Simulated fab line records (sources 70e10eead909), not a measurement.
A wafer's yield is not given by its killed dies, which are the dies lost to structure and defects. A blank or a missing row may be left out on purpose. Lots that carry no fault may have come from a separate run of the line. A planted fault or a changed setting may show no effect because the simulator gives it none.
What tool caused it?    flow nandHarc    Sampling: 7 lots, 21 wafers, 5 of 1159 route steps

WHAT THE GAUGES READ, wafer by wafer
NHARC_END_SORT_01.
lot   measured      on         killedAtArray
L213  day 21 01:56  prober-02  674 677 673
L216  day 22 00:08  prober-01  18 19 25

WHICH TOOL RAN EACH LOT (tool, then ch and the chambers of the sampled wafers, then the start)
lot   NHARC_A_CONTACT_ETCH_134            NHARC_A_CONTACT_ETCH_137            NHARC_A_CONTACT_ETCH_139            NHARC_A_CONTACT_ALD_18
L207  harCapEtch-03 ch 1, day 17 06:37    harCapEtch-03 ch 1, day 17 07:03    harCapEtch-03 ch 1, day 17 07:19    aldMetal-01 ch 0,2, day 17 08:53
L211  harCapEtch-01 ch 0,1, day 18 11:14  harCapEtch-01 ch 0,1, day 18 11:40  harCapEtch-01 ch 0,1, day 18 11:55  aldMetal-01 ch 0,1,3, day 18 13:32
L213  harCapEtch-03 ch 0, day 19 00:34    harCapEtch-03 ch 0, day 19 00:59    harCapEtch-03 ch 0, day 19 01:15    aldMetal-01 ch 1,2, day 19 02:51
L216  harCapEtch-02 ch 0,1, day 19 12:34  harCapEtch-02 ch 0,1, day 19 12:59  harCapEtch-02 ch 0,1, day 19 13:16  aldMetal-04 ch 2,3, day 19 14:44
L225  harCapEtch-03 ch 0,1, day 22 02:56  harCapEtch-03 ch 0,1, day 22 03:23  harCapEtch-03 ch 0,1, day 22 03:38  aldMetal-01 ch 0,3, day 22 05:09
L227  harCapEtch-03 ch 0,1, day 22 08:53  harCapEtch-03 ch 0,1, day 22 09:20  harCapEtch-03 ch 0,1, day 22 09:35  aldMetal-01 ch 0,1,2, day 22 11:17
L228  harCapEtch-03 ch 0,1, day 22 22:04  harCapEtch-03 ch 0,1, day 22 22:31  harCapEtch-03 ch 0,1, day 22 22:45  aldMetal-03 ch 0,1, day 23 00:23
- NHARC_A_CONTACT_ETCH_134: etches the open film in C4F8/O2/Ar, time 140 s, target depth 700 nm.
- NHARC_A_CONTACT_ETCH_137: etches the open film in C4F8/O2/Ar, time 132 s, target depth 1287 nm.
- NHARC_A_CONTACT_ETCH_139: etches the open film in C4F8/O2/Ar, time 137 s, target depth 590 nm.
- NHARC_A_CONTACT_ALD_18: deposits TiN, target thk 3 nm, pulse time 1 s, ald cycles 150.

THE ANSWER, worked out from the rows above alone
Rule: usual is defined by the lots themselves. Put in order of their means at a reading, lots are off if they are a third of the lots or fewer, leave a main group of 4 or more, and stand apart from it by a gap of 3 or more times the standard deviation of the main group's means; of several such gaps the widest counts. A main group whose means are all the same, to the digits that the tables above print for the reading, isn't used. Also off: a lot with no number at a reading for which 4 or more lots have one. All remaining lots with rows at the step are treated as sound.
No lot is off at any reading shown: from this, nothing can be told.

WHAT HAD BEEN PUT IN BY THE SIMULATOR
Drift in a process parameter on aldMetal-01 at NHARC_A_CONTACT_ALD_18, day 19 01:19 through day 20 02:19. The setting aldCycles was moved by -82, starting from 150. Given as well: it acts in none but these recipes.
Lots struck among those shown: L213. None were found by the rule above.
